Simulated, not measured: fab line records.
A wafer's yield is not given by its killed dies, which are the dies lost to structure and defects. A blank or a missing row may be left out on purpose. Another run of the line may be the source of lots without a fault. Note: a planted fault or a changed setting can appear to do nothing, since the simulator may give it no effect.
fab line records || flow n5_finfet
record: {"lots": 4, "wafers": 12, "last_day": 18}
route steps=1938 shown DUMMY_GATE@251 SPACER0@258 SD_EPI_N@262 BEOL_M4@1111
lots untouched by any fault: they come from a run of this same line in which no faults occurred
start_h: hours from the record's opening day to when the first of the lot's shown wafers began || wait_h: hours from the lot's prior step to this one || " identical to the entry in the row above || L1.1+2: several wafers, shown together as one row || - no value present, or no start provided || * or withheld: withheld || < > ~ a bound
route shown NAME@n: names a module that has steps shown in the file, with the first one's number in the route || usual: average and standard deviation across the fault-free wafers || same: alike in all rows || chamber/n: place in a boat || sites: per-site readings || _std_site: standard deviation of those values || _edge_site: mean of outer sites minus mean of inner sites || radius_mm: for every site, how far away it sits from the centre of the wafer || mask NAME#n: copy n || behind: the last tool/chamber to shape the wafer || hold: cause of the lot's hold/its duration in hours/its outcome || device: the transistor (n, p or np) that didn't switch || end of line: the same wafers' tests at the end of the route || a step given without rows: its recipe and nothing more || killed: not the wafer's yield, but the dies lost to structure and defects at the first sort || map: a wafer's dies, marking killed ones x, the rest . and places with no die _
set.NAME: the setting that was run; set.NAME@STEP: the one run at that earlier step || model.NAME: the simulator's own value behind a step, which no gauge read
a table for each step, a row for each wafer; lots at some steps of the route
services: when a tool's chamber went out of use (start_h, in hours from the record's first day, below 0 if earlier), for how many hours, and the reason
== steps ==
step: N5_DUMMY_GATE_STRIP_48
recipe: {"chemistry": "N2/H2", "time_s": 20, "power_w": 100, "temp_c": 40, "pressure_mtorr": 100, "rf_frequency_hz": 6e+07, "bias_power_w": 3, "n2_flow_sccm": 300, "h2_flow_sccm": 300}
step: N5_DUMMY_GATE_PRECLEAN_33
recipe: {"chemistry": "dHF", "time_s": 10, "dilution": "750:1", "temp_c": 25}
step: N5_DUMMY_GATE_PRECLEAN_25
recipe: {"chemistry": "O3/DIW", "time_s": 45, "temp_c": 22, "o3_ppm": 10}
step: N5_DUMMY_GATE_PRECLEAN_51
recipe: {"chemistry": "SC2", "time_s": 45, "temp_c": 35, "mix": "1:1:50"}
step: N5_DUMMY_GATE_SRD_26
recipe: {"dry": "ipa_marangoni", "time_s": 30, "temp_c": 23, "rinse_liquid": "diw"}
step: N5_DUMMY_GATE_UV_OZONE_45
recipe: {"time_s": 120, "pressure_torr": 760, "temp_c": 25}
step: N5_SPACER0_ALD_07
recipe: {"material": "SiNx", "target_thk_a": 20, "temp_c": 400, "ald_precursor_family": "SiH2I2", "ald_co_reactant": "N2/H2-plasma", "pressure_torr": 2}
step: N5_SPACER0_ALD_00
recipe: {"material": "SiOCN", "target_thk_a": 35, "temp_c": 400, "ald_precursor_family": "alkyl-aminosilane", "ald_co_reactant": "O2/N2-plasma", "pulse_time_s": 3, "purge_time_s": 2, "co_reactant_purge_time_s": 2, "ald_cycles": 58, "pressure_torr": 2}
step: N5_SPACER0_ALD_08
recipe: {"material": "SiNx", "target_thk_a": 20, "temp_c": 400, "ald_precursor_family": "SiH2I2", "ald_co_reactant": "N2/H2-plasma", "pressure_torr": 2}
step: N5_SD_EPI_N_COAT_32
recipe: {"resist": "SOC", "temp_c": 250, "time_s": 60, "spin_rpm": 1500, "resist_thk_nm": 350}
step: N5_SD_EPI_N_COAT_33
recipe: {"resist": "SiARC", "temp_c": 220, "time_s": 60, "spin_rpm": 1500, "resist_thk_nm": 35}
usual: {"spin_speed_rpm": "1499.9/1"}
{"lot.wafer": "L826.2", "tool": "litho_track-03", "chamber": 0, "start_h": 100.12, "wait_h": "-", "spin_speed_rpm": 1499.3, "model.SiARC_of_SD_EPI_N_COAT_33.thk_nm": 35}
{"lot.wafer": "L826.4", "tool": "litho_track-03", "chamber": 0, "start_h": 100.12, "wait_h": "-", "spin_speed_rpm": 1500.3, "model.SiARC_of_SD_EPI_N_COAT_33.thk_nm": 35.2}
{"lot.wafer": "L826.6", "tool": "litho_track-03", "chamber": 0, "start_h": 100.12, "wait_h": "-", "spin_speed_rpm": 1499.2, "model.SiARC_of_SD_EPI_N_COAT_33.thk_nm": 35}
{"lot.wafer": "L827.2", "tool": "litho_track-03", "chamber": 0, "start_h": 101.85, "wait_h": "-", "spin_speed_rpm": 1453.9, "model.SiARC_of_SD_EPI_N_COAT_33.thk_nm": 35.4}
{"lot.wafer": "L827.5", "tool": "litho_track-03", "chamber": 0, "start_h": 101.85, "wait_h": "-", "spin_speed_rpm": 1452.4, "model.SiARC_of_SD_EPI_N_COAT_33.thk_nm": 35.6}
{"lot.wafer": "L827.6", "tool": "litho_track-03", "chamber": 0, "start_h": 101.85, "wait_h": "-", "spin_speed_rpm": 1453.5, "model.SiARC_of_SD_EPI_N_COAT_33.thk_nm": 35.6}
{"lot.wafer": "L829.1", "tool": "litho_track-03", "chamber": 0, "start_h": 117.43, "wait_h": "-", "spin_speed_rpm": 1451.1, "model.SiARC_of_SD_EPI_N_COAT_33.thk_nm": 35.8}
{"lot.wafer": "L829.2", "tool": "litho_track-03", "chamber": 0, "start_h": 117.43, "wait_h": "-", "spin_speed_rpm": 1450.9, "model.SiARC_of_SD_EPI_N_COAT_33.thk_nm": 35.6}
{"lot.wafer": "L829.6", "tool": "litho_track-03", "chamber": 0, "start_h": 117.43, "wait_h": "-", "spin_speed_rpm": 1452.4, "model.SiARC_of_SD_EPI_N_COAT_33.thk_nm": 35.8}
{"lot.wafer": "L840.3", "tool": "litho_track-01", "chamber": 0, "start_h": 183.17, "wait_h": "-", "spin_speed_rpm": 1499.8, "model.SiARC_of_SD_EPI_N_COAT_33.thk_nm": 35}
{"lot.wafer": "L840.5", "tool": "litho_track-01", "chamber": 0, "start_h": 183.17, "wait_h": "-", "spin_speed_rpm": 1499.9, "model.SiARC_of_SD_EPI_N_COAT_33.thk_nm": 35}
{"lot.wafer": "L840.6", "tool": "litho_track-01", "chamber": 0, "start_h": 183.17, "wait_h": "-", "spin_speed_rpm": 1500.4, "model.SiARC_of_SD_EPI_N_COAT_33.thk_nm": 35}
step: N5_SD_EPI_N_COAT_03
recipe: {"resist": "CAR-ArF-block", "spin_rpm": 1500, "resist_thk_nm": 150}
step: N5_SD_EPI_N_EBR_05
recipe: {"solvent": "PGMEA", "ebr_width_mm": 1.5}
step: N5_SD_EPI_N_SOFTBAKE_04
recipe: {"temp_c": 110, "time_s": 60, "resist": "CAR-ArF-block"}
step: N5_SD_EPI_N_EXPOSE_06
recipe: {"mask_id": "SD_N_BLK", "na": 1.35, "source_shape": "conventional", "sigma_outer": 0.8, "polarization": "unpolarized", "target_cd_nm": 120, "dose_mj": 39.75}
step: N5_SD_EPI_N_PEB_07
recipe: {"peb_temp_c": 110, "peb_time_s": 60, "resist": "CAR-ArF-block"}
step: N5_SD_EPI_N_DEVELOP_08
recipe: {"develop_time_s": 30, "developer": "TMAH", "resist": "CAR-ArF-block", "dev_temp_c": 23, "rinse_liquid": "diw", "dry": "air_spin"}
step: N5_SD_EPI_N_DESCUM_14
recipe: {"chemistry": "O2", "time_s": 7.9, "source_power_w": 50, "bias_power_w": 20, "pressure_mtorr": 20, "rf_frequency_hz": 2.712e+07, "temp_c": 40, "resist": "CAR-ArF-block", "o2_flow_sccm": 225}
step: N5_SD_EPI_N_ETCH_34
recipe: {"chemistry": "CF4", "target": "SiARC", "target_depth_a": 455, "mask_material": "CAR-ArF-block", "time_s": 75.8, "ion_energy_ev": 80, "pressure_mtorr": 40, "source_w": 545, "bias_w": 36, "Ar_flow_sccm": 100, "cf4_flow_sccm": 100, "ends": "cleared"}
usual: {"drypump_motor_current_A": "5.8/0.39", "etch_rf_on_time_s": "75.6/1.2", "oes_product_au": "0.67/0.083", "rf_fwd_power_W": "539.6/2.4", "rf_vpp_V": "183.7/1.4", "showerhead_plenum_p_Torr": "2.12/0.087", "throttle_valve_pct": "15.64/0.25"}
{"lot.wafer": "L826.2", "tool": "rie_diel-03", "chamber": 0, "start_h": 101.12, "wait_h": 0.0, "drypump_motor_current_A": 5.5, "etch_rf_on_time_s": 76.6, "oes_product_au": 0.62, "rf_fwd_power_W": 541.0, "rf_hours_counter_h": 188, "rf_vpp_V": 182.4, "showerhead_plenum_p_Torr": 2.13, "throttle_valve_pct": 15.51, "model.etch.depth_nm": 35.04}
{"lot.wafer": "L826.4", "tool": "rie_diel-03", "chamber": 1, "start_h": 101.12, "wait_h": 0.0, "drypump_motor_current_A": 5.9, "etch_rf_on_time_s": 77.2, "oes_product_au": 0.59, "rf_fwd_power_W": 537.5, "rf_hours_counter_h": 232, "rf_vpp_V": 185.4, "showerhead_plenum_p_Torr": 2.20, "throttle_valve_pct": 16.14, "model.etch.depth_nm": 35.15}
{"lot.wafer": "L826.6", "tool": "rie_diel-03", "chamber": 0, "start_h": 101.12, "wait_h": 0.0, "drypump_motor_current_A": 5.5, "etch_rf_on_time_s": 76.5, "oes_product_au": 0.62, "rf_fwd_power_W": 543.0, "rf_hours_counter_h": "-", "rf_vpp_V": 181.9, "showerhead_plenum_p_Torr": 2.13, "throttle_valve_pct": 15.53, "model.etch.depth_nm": 35.03}
{"lot.wafer": "L827.2", "tool": "rie_diel-06", "chamber": 3, "start_h": 102.34, "wait_h": 0.0, "drypump_motor_current_A": 6.4, "etch_rf_on_time_s": 76.4, "oes_product_au": 0.60, "rf_fwd_power_W": 536.2, "rf_hours_counter_h": 237, "rf_vpp_V": 183.0, "showerhead_plenum_p_Torr": 2.11, "throttle_valve_pct": 15.79, "model.etch.depth_nm": 35.49}
{"lot.wafer": "L827.5", "tool": "rie_diel-06", "chamber": 3, "start_h": 102.34, "wait_h": 0.0, "drypump_motor_current_A": 6.4, "etch_rf_on_time_s": 76.0, "oes_product_au": 0.60, "rf_fwd_power_W": 539.6, "rf_hours_counter_h": "-", "rf_vpp_V": 183.2, "showerhead_plenum_p_Torr": 2.11, "throttle_valve_pct": 15.77, "model.etch.depth_nm": 35.51}
{"lot.wafer": "L827.6", "tool": "rie_diel-06", "chamber": 2, "start_h": 102.34, "wait_h": 0.0, "drypump_motor_current_A": 6.3, "etch_rf_on_time_s": 75.9, "oes_product_au": 0.61, "rf_fwd_power_W": 539.1, "rf_hours_counter_h": "-", "rf_vpp_V": 182.9, "showerhead_plenum_p_Torr": 2.12, "throttle_valve_pct": 15.75, "model.etch.depth_nm": 35.57}
{"lot.wafer": "L829.1", "tool": "rie_diel-06", "chamber": 0, "start_h": 118.08, "wait_h": 0.0, "drypump_motor_current_A": 5.8, "etch_rf_on_time_s": 76.5, "oes_product_au": 0.73, "rf_fwd_power_W": 540.3, "rf_hours_counter_h": 73, "rf_vpp_V": 182.1, "showerhead_plenum_p_Torr": 2.08, "throttle_valve_pct": 15.42, "model.etch.depth_nm": 35.71}
{"lot.wafer": "L829.2", "tool": "rie_diel-06", "chamber": 2, "start_h": 118.08, "wait_h": 0.0, "drypump_motor_current_A": 6.3, "etch_rf_on_time_s": 75.9, "oes_product_au": 0.60, "rf_fwd_power_W": 539.2, "rf_hours_counter_h": 226, "rf_vpp_V": 183.8, "showerhead_plenum_p_Torr": 2.11, "throttle_valve_pct": 15.75, "model.etch.depth_nm": 35.63}
{"lot.wafer": "L829.6", "tool": "rie_diel-06", "chamber": 1, "start_h": 118.08, "wait_h": 0.0, "drypump_motor_current_A": 5.4, "etch_rf_on_time_s": 74.1, "oes_product_au": 0.85, "rf_fwd_power_W": 536.1, "rf_hours_counter_h": "-", "rf_vpp_V": 185.7, "showerhead_plenum_p_Torr": 2.27, "throttle_valve_pct": 15.33, "model.etch.depth_nm": 35.72}
{"lot.wafer": "L840.3", "tool": "rie_diel-05", "chamber": 2, "start_h": 183.66, "wait_h": 0.0, "drypump_motor_current_A": 5.4, "etch_rf_on_time_s": 73.6, "oes_product_au": 0.84, "rf_fwd_power_W": 537.6, "rf_hours_counter_h": 2, "rf_vpp_V": 185.7, "showerhead_plenum_p_Torr": 2.28, "throttle_valve_pct": 15.32, "model.etch.depth_nm": 35.05}
{"lot.wafer": "L840.5", "tool": "rie_diel-05", "chamber": 1, "start_h": 183.66, "wait_h": 0.0, "drypump_motor_current_A": 5.9, "etch_rf_on_time_s": 76.8, "oes_product_au": 0.59, "rf_fwd_power_W": 542.7, "rf_hours_counter_h": "-", "rf_vpp_V": 184.3, "showerhead_plenum_p_Torr": 2.04, "throttle_valve_pct": 15.40, "model.etch.depth_nm": 34.95}
{"lot.wafer": "L840.6", "tool": "rie_diel-05", "chamber": 0, "start_h": 183.66, "wait_h": 0.0, "drypump_motor_current_A": 5.3, "etch_rf_on_time_s": 76.7, "oes_product_au": 0.61, "rf_fwd_power_W": 538.1, "rf_hours_counter_h": "-", "rf_vpp_V": 183.3, "showerhead_plenum_p_Torr": 2.04, "throttle_valve_pct": 16.11, "model.etch.depth_nm": 34.97}
step: N5_SD_EPI_N_ETCH_35
recipe: {"chemistry": "N2/H2", "target": "SOC", "overetch_a": 1080, "mask_material": "SiARC", "temp_c": 40, "ion_energy_ev": 100, "source_w": 3000, "bias_w": 133, "pressure_mtorr": 20, "time_s": 486, "n2_flow_sccm": 200, "h2_flow_sccm": 200}
step: N5_SD_EPI_N_STRIP_36
recipe: {"chemistry": "N2/H2", "temp_c": 40, "n2_flow_sccm": 200, "h2_flow_sccm": 200, "rf_frequency_hz": 6e+07}
step: N5_SD_EPI_N_ETCHBACK_44
recipe: {"chemistry": "CH3F/O2", "mode": "anisotropic_etchback", "target": "SiNx", "target_depth_a": 145, "stop_on": "SiO2", "over_etch_frac": 0.3, "ion_energy_ev": 120, "pressure_mtorr": 30, "source_w": 395, "bias_w": 73, "Ar_flow_sccm": 150, "CH3F_flow_sccm": 30, "O2_flow_sccm": 20}
step: N5_SD_EPI_N_ETCH_45
recipe: {"chemistry": "CH3F/O2", "target": "SiOCN", "target_depth_a": 60, "mask_material": "SOC", "ion_energy_ev": 60, "bias_w": 29, "pressure_mtorr": 15, "source_w": 410, "Ar_flow_sccm": 150, "CH3F_flow_sccm": 30, "O2_flow_sccm": 20}
step: N5_SD_EPI_N_ETCH_16
recipe: {"chemistry": "CHF3/O2", "target": "SiO2", "target_depth_a": 50, "mask_material": "SOC", "pressure_mtorr": 30, "source_w": 650, "bias_w": 170, "Ar_flow_sccm": 200, "CHF3_flow_sccm": 50, "O2_flow_sccm": 5, "ion_energy_ev": 200}
usual: {"drypump_motor_current_A": "5.8/0.39", "oes_ar_750_au": "0.78/0.091", "oes_product_au": "0.78/0.097", "rf_fwd_power_W": "643.0/2.8", "rf_vpp_V": "521/5.5", "showerhead_plenum_p_Torr": "2.38/0.099", "throttle_valve_pct": "18.91/0.26"}
{"lot.wafer": "L826.2", "tool": "rie_diel-03", "chamber": 0, "start_h": 101.70, "wait_h": 0.1, "drypump_motor_current_A": 5.6, "oes_ar_750_au": 0.74, "oes_product_au": 0.73, "rf_fwd_power_W": 641.9, "rf_hours_counter_h": 189, "rf_vpp_V": 520, "showerhead_plenum_p_Torr": 2.39, "throttle_valve_pct": 18.75, "model.SiARC_of_SD_EPI_N_COAT_33.thk_nm": 12.4}
{"lot.wafer": "L826.4", "tool": "rie_diel-03", "chamber": 1, "start_h": 101.70, "wait_h": 0.1, "drypump_motor_current_A": 5.9, "oes_ar_750_au": 0.70, "oes_product_au": 0.68, "rf_fwd_power_W": 636.9, "rf_hours_counter_h": 232, "rf_vpp_V": 523, "showerhead_plenum_p_Torr": 2.48, "throttle_valve_pct": 19.43, "model.SiARC_of_SD_EPI_N_COAT_33.thk_nm": 12.8}
{"lot.wafer": "L826.6", "tool": "rie_diel-03", "chamber": 0, "start_h": 101.70, "wait_h": 0.1, "drypump_motor_current_A": 5.6, "oes_ar_750_au": 0.74, "oes_product_au": 0.72, "rf_fwd_power_W": 645.5, "rf_hours_counter_h": "-", "rf_vpp_V": 521, "showerhead_plenum_p_Torr": 2.39, "throttle_valve_pct": 18.76, "model.SiARC_of_SD_EPI_N_COAT_33.thk_nm": 12.4}
{"lot.wafer": "L827.2", "tool": "rie_diel-06", "chamber": 3, "start_h": 102.92, "wait_h": 0.1, "drypump_motor_current_A": 6.4, "oes_ar_750_au": 0.69, "oes_product_au": 0.70, "rf_fwd_power_W": 644.0, "rf_hours_counter_h": 237, "rf_vpp_V": 530, "showerhead_plenum_p_Torr": 2.38, "throttle_valve_pct": 19.03, "model.SiARC_of_SD_EPI_N_COAT_33.thk_nm": 12.8}
{"lot.wafer": "L827.5", "tool": "rie_diel-06", "chamber": 3, "start_h": 102.92, "wait_h": 0.1, "drypump_motor_current_A": 6.4, "oes_ar_750_au": 0.69, "oes_product_au": 0.70, "rf_fwd_power_W": 645.0, "rf_hours_counter_h": "-", "rf_vpp_V": 531, "showerhead_plenum_p_Torr": 2.38, "throttle_valve_pct": 19.02, "model.SiARC_of_SD_EPI_N_COAT_33.thk_nm": 12.8}
{"lot.wafer": "L827.6", "tool": "rie_diel-06", "chamber": 2, "start_h": 102.92, "wait_h": 0.1, "drypump_motor_current_A": 6.3, "oes_ar_750_au": 0.70, "oes_product_au": 0.71, "rf_fwd_power_W": 642.4, "rf_hours_counter_h": "-", "rf_vpp_V": 515, "showerhead_plenum_p_Torr": 2.38, "throttle_valve_pct": 19.00, "model.SiARC_of_SD_EPI_N_COAT_33.thk_nm": 13}
{"lot.wafer": "L829.1", "tool": "rie_diel-06", "chamber": 0, "start_h": 118.66, "wait_h": 0.1, "drypump_motor_current_A": 5.8, "oes_ar_750_au": 0.84, "oes_product_au": 0.85, "rf_fwd_power_W": 644.2, "rf_hours_counter_h": 74, "rf_vpp_V": 513, "showerhead_plenum_p_Torr": 2.33, "throttle_valve_pct": 18.67, "model.SiARC_of_SD_EPI_N_COAT_33.thk_nm": 13.2}
{"lot.wafer": "L829.2", "tool": "rie_diel-06", "chamber": 2, "start_h": 118.66, "wait_h": 0.1, "drypump_motor_current_A": 6.3, "oes_ar_750_au": 0.71, "oes_product_au": 0.70, "rf_fwd_power_W": 644.7, "rf_hours_counter_h": 226, "rf_vpp_V": 516, "showerhead_plenum_p_Torr": 2.38, "throttle_valve_pct": 19.02, "model.SiARC_of_SD_EPI_N_COAT_33.thk_nm": 13}
{"lot.wafer": "L829.6", "tool": "rie_diel-06", "chamber": 1, "start_h": 118.66, "wait_h": 0.1, "drypump_motor_current_A": 5.4, "oes_ar_750_au": 0.98, "oes_product_au": 0.98, "rf_fwd_power_W": 638.7, "rf_hours_counter_h": "-", "rf_vpp_V": 524, "showerhead_plenum_p_Torr": 2.56, "throttle_valve_pct": 18.64, "model.SiARC_of_SD_EPI_N_COAT_33.thk_nm": 12.4}
{"lot.wafer": "L840.3", "tool": "rie_diel-05", "chamber": 2, "start_h": 184.24, "wait_h": 0.1, "drypump_motor_current_A": 5.4, "oes_ar_750_au": 0.98, "oes_product_au": 0.98, "rf_fwd_power_W": 641.9, "rf_hours_counter_h": 2, "rf_vpp_V": 524, "showerhead_plenum_p_Torr": 2.56, "throttle_valve_pct": 18.64, "model.SiARC_of_SD_EPI_N_COAT_33.thk_nm": 12}
{"lot.wafer": "L840.5", "tool": "rie_diel-05", "chamber": 1, "start_h": 184.24, "wait_h": 0.1, "drypump_motor_current_A": 5.9, "oes_ar_750_au": 0.70, "oes_product_au": 0.70, "rf_fwd_power_W": 643.3, "rf_hours_counter_h": "-", "rf_vpp_V": 524, "showerhead_plenum_p_Torr": 2.30, "throttle_valve_pct": 18.63, "model.SiARC_of_SD_EPI_N_COAT_33.thk_nm": 12.6}
{"lot.wafer": "L840.6", "tool": "rie_diel-05", "chamber": 0, "start_h": 184.24, "wait_h": 0.1, "drypump_motor_current_A": 5.3, "oes_ar_750_au": 0.72, "oes_product_au": 0.71, "rf_fwd_power_W": 637.0, "rf_hours_counter_h": "-", "rf_vpp_V": 519, "showerhead_plenum_p_Torr": 2.29, "throttle_valve_pct": 19.40, "model.SiARC_of_SD_EPI_N_COAT_33.thk_nm": 12.6}
step: N5_SD_EPI_N_STRIP_47
recipe: {"chemistry": "CHF3/O2", "resist": "SiARC", "rf_frequency_hz": 6e+07}
step: N5_BEOL_M4_RC_MEAS_101
usual: {"DIBL_N": "35.9/1.3", "DIBL_P": "36.3/1.5", "IOFF_N": "0.153/0.023", "IOFF_P": "0.208/0.028", "ION_N": "672/9.7", "ION_P": "462/6.6", "SS_N": "71.5/0.53", "SS_P": "73.3/0.59", "VT_N": "250.4/2.7", "VT_P": "-250.5/3"}
{"lot.wafer": "L827.2", "tool": "prober-02", "chamber": 0, "start_h": 227.36, "wait_h": 0.2, "DIBL_N[mV/V]": 37.0, "DIBL_P[mV/V]": 37.6, "IOFF_N[nA/um]": 0.164, "IOFF_P[nA/um]": 0.197, "ION_N[uA/um]": 679, "ION_P[uA/um]": 460, "SS_N[mV/dec]": 71.7, "SS_P[mV/dec]": 73.2, "VT_N[mV]": 248.1, "VT_P[mV]": -253.1}
{"lot.wafer": "L827.5", "tool": "prober-02", "chamber": 0, "start_h": 227.36, "wait_h": 0.2, "DIBL_N[mV/V]": 35.6, "DIBL_P[mV/V]": 35.5, "IOFF_N[nA/um]": 0.135, "IOFF_P[nA/um]": 0.172, "ION_N[uA/um]": 681, "ION_P[uA/um]": 460, "SS_N[mV/dec]": 71.1, "SS_P[mV/dec]": 73.4, "VT_N[mV]": 252.5, "VT_P[mV]": -254.0}
{"lot.wafer": "L827.6", "tool": "prober-02", "chamber": 0, "start_h": 227.36, "wait_h": 0.2, "DIBL_N[mV/V]": 37.6, "DIBL_P[mV/V]": 37.9, "IOFF_N[nA/um]": 0.174, "IOFF_P[nA/um]": 0.217, "ION_N[uA/um]": 680, "ION_P[uA/um]": 466, "SS_N[mV/dec]": 72.2, "SS_P[mV/dec]": 73.7, "VT_N[mV]": 246.9, "VT_P[mV]": -248.8}
{"lot.wafer": "L826.2", "tool": "prober-02", "chamber": 0, "start_h": 231.68, "wait_h": 0.2, "DIBL_N[mV/V]": 36.4, "DIBL_P[mV/V]": 36.1, "IOFF_N[nA/um]": 0.149, "IOFF_P[nA/um]": 0.199, "ION_N[uA/um]": 667, "ION_P[uA/um]": 461, "SS_N[mV/dec]": 71.6, "SS_P[mV/dec]": 73.4, "VT_N[mV]": 251.4, "VT_P[mV]": -251.1}
{"lot.wafer": "L826.4", "tool": "prober-02", "chamber": 0, "start_h": 231.68, "wait_h": 0.2, "DIBL_N[mV/V]": 36.2, "DIBL_P[mV/V]": 36.4, "IOFF_N[nA/um]": 0.142, "IOFF_P[nA/um]": 0.195, "ION_N[uA/um]": 663, "ION_P[uA/um]": 449, "SS_N[mV/dec]": 70.9, "SS_P[mV/dec]": 73.3, "VT_N[mV]": 251.6, "VT_P[mV]": -253.0}
{"lot.wafer": "L826.6", "tool": "prober-02", "chamber": 0, "start_h": 231.68, "wait_h": 0.2, "DIBL_N[mV/V]": 35.7, "DIBL_P[mV/V]": 35.8, "IOFF_N[nA/um]": 0.139, "IOFF_P[nA/um]": 0.194, "ION_N[uA/um]": 667, "ION_P[uA/um]": 460, "SS_N[mV/dec]": 71.7, "SS_P[mV/dec]": 73.3, "VT_N[mV]": 252.9, "VT_P[mV]": -253.1}
{"lot.wafer": "L829.1", "tool": "prober-01", "chamber": 0, "start_h": 243.50, "wait_h": 0.0, "DIBL_N[mV/V]": 35.9, "DIBL_P[mV/V]": 35.8, "IOFF_N[nA/um]": 0.149, "IOFF_P[nA/um]": 0.209, "ION_N[uA/um]": 669, "ION_P[uA/um]": 465, "SS_N[mV/dec]": 72.2, "SS_P[mV/dec]": 72.5, "VT_N[mV]": 250.2, "VT_P[mV]": -247.7}
{"lot.wafer": "L829.2", "tool": "prober-01", "chamber": 0, "start_h": 243.50, "wait_h": 0.0, "DIBL_N[mV/V]": 34.1, "DIBL_P[mV/V]": 33.1, "IOFF_N[nA/um]": 0.124, "IOFF_P[nA/um]": 0.167, "ION_N[uA/um]": 648, "ION_P[uA/um]": 451, "SS_N[mV/dec]": 71.7, "SS_P[mV/dec]": 72.4, "VT_N[mV]": 254.5, "VT_P[mV]": -255.0}
{"lot.wafer": "L829.6", "tool": "prober-01", "chamber": 0, "start_h": 243.50, "wait_h": 0.0, "DIBL_N[mV/V]": 35.0, "DIBL_P[mV/V]": 33.9, "IOFF_N[nA/um]": 0.127, "IOFF_P[nA/um]": 0.177, "ION_N[uA/um]": 655, "ION_P[uA/um]": 454, "SS_N[mV/dec]": 71.5, "SS_P[mV/dec]": 72.1, "VT_N[mV]": 253.7, "VT_P[mV]": -254.8}
{"lot.wafer": "L840.3", "tool": "prober-02", "chamber": 0, "start_h": 316.77, "wait_h": 0.3, "DIBL_N[mV/V]": 37.5, "DIBL_P[mV/V]": 39.0, "IOFF_N[nA/um]": 0.183, "IOFF_P[nA/um]": 0.229, "ION_N[uA/um]": 687, "ION_P[uA/um]": 467, "SS_N[mV/dec]": 71.9, "SS_P[mV/dec]": 74.0, "VT_N[mV]": 249.2, "VT_P[mV]": -249.6}
{"lot.wafer": "L840.5", "tool": "prober-02", "chamber": 0, "start_h": 316.77, "wait_h": 0.3, "DIBL_N[mV/V]": 36.5, "DIBL_P[mV/V]": 37.4, "IOFF_N[nA/um]": 0.156, "IOFF_P[nA/um]": 0.214, "ION_N[uA/um]": 674, "ION_P[uA/um]": 465, "SS_N[mV/dec]": 70.9, "SS_P[mV/dec]": 73.5, "VT_N[mV]": 250.7, "VT_P[mV]": -248.4}
{"lot.wafer": "L840.6", "tool": "prober-02", "chamber": 0, "start_h": 316.77, "wait_h": 0.3, "DIBL_N[mV/V]": 36.5, "DIBL_P[mV/V]": 37.8, "IOFF_N[nA/um]": 0.159, "IOFF_P[nA/um]": 0.213, "ION_N[uA/um]": 677, "ION_P[uA/um]": 464, "SS_N[mV/dec]": 71.2, "SS_P[mV/dec]": 73.5, "VT_N[mV]": 247.9, "VT_P[mV]": -253.8}
== services ==
{"tool": "rie_diel-06", "chamber": 1, "start_h": 87.45, "hours": "-", "kind": "clean"}
{"tool": "rie_diel-06", "chamber": 1, "start_h": 87.45, "hours": "-", "kind": "consumable_replace:focus_ring"}
{"tool": "rie_diel-06", "chamber": 1, "start_h": 87.45, "hours": "-", "kind": "consumable_replace:showerhead"}
{"tool": "rie_diel-06", "chamber": 1, "start_h": 87.45, "hours": 24.6, "kind": "scheduled_down"}
{"tool": "rie_diel-06", "chamber": 1, "start_h": 87.45, "hours": 24.6, "kind": "vent_cycle"}
{"tool": "rie_diel-05", "chamber": 2, "start_h": 111.77, "hours": "-", "kind": "clean"}
{"tool": "rie_diel-05", "chamber": 2, "start_h": 111.77, "hours": "-", "kind": "consumable_replace:focus_ring"}
{"tool": "rie_diel-05", "chamber": 2, "start_h": 111.77, "hours": "-", "kind": "consumable_replace:showerhead"}
{"tool": "rie_diel-05", "chamber": 2, "start_h": 111.77, "hours": 13.0, "kind": "scheduled_down"}
{"tool": "rie_diel-05", "chamber": 2, "start_h": 111.77, "hours": 13.0, "kind": "vent_cycle"}
{"tool": "rie_diel-05", "chamber": "-", "start_h": 117.79, "hours": 14.6, "kind": "pm"}
{"tool": "rie_diel-06", "chamber": 0, "start_h": 131.83, "hours": 6.3, "kind": "repair"}
{"tool": "rie_diel-03", "chamber": 1, "start_h": 141.03, "hours": "-", "kind": "clean"}
{"tool": "rie_diel-06", "chamber": 3, "start_h": 142.93, "hours": "-", "kind": "clean"}
{"tool": "rie_diel-06", "chamber": 3, "start_h": 142.93, "hours": "-", "kind": "consumable_replace:focus_ring"}
{"tool": "rie_diel-06", "chamber": 3, "start_h": 142.93, "hours": 10.0, "kind": "scheduled_down"}
{"tool": "rie_diel-06", "chamber": 3, "start_h": 142.93, "hours": 10.0, "kind": "vent_cycle"}
{"tool": "rie_diel-05", "chamber": "-", "start_h": 143.02, "hours": 12.1, "kind": "repair"}
{"tool": "rie_diel-06", "chamber": 2, "start_h": 158.69, "hours": "-", "kind": "clean"}
{"tool": "rie_diel-06", "chamber": 2, "start_h": 158.69, "hours": "-", "kind": "consumable_replace:focus_ring"}
{"tool": "rie_diel-06", "chamber": 2, "start_h": 158.69, "hours": 12.5, "kind": "scheduled_down"}
{"tool": "rie_diel-06", "chamber": 2, "start_h": 158.69, "hours": 12.5, "kind": "vent_cycle"}
{"tool": "rie_diel-03", "chamber": 0, "start_h": 160.20, "hours": 1.9, "kind": "repair"}
{"tool": "rie_diel-05", "chamber": 2, "start_h": 178.77, "hours": 4.2, "kind": "repair"}
== key ==
first_sign: {"step": "N5_SD_EPI_N_COAT_33", "reading": "spin_speed_rpm", "direction": "down", "sigmas": 47, "usual": "*", "struck": "*"}
effect none on later readings
model_effect: {"step": "N5_SD_EPI_N_COAT_33", "value": "SiARC_of_SD_EPI_N_COAT_33.thk_nm", "without": 35.07, "struck": 35.63}
model_effect: {"step": "N5_SD_EPI_N_ETCH_34", "value": "etch.depth_nm", "without": 35.03, "struck": 35.61}
model_effect: {"step": "N5_SD_EPI_N_ETCH_16", "value": "SiARC_of_SD_EPI_N_COAT_33.thk_nm", "without": 12.33, "struck": 12.87}
met_at N5_SD_EPI_N_COAT_33
struck_wafers L827.2,L827.5,L827.6,L829.1,L829.2,L829.6
onset_between 100.12 101.85
fault: {"kind": "process_parameter_drift", "tool": "litho_track-03", "chamber": "-", "onset_h": 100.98, "steps": "N5_SD_EPI_N_COAT_33", "channel": "spin_rpm", "offset": "*", "shape": "step", "end_h": 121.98, "acts_in": "*", "stated": "*"}
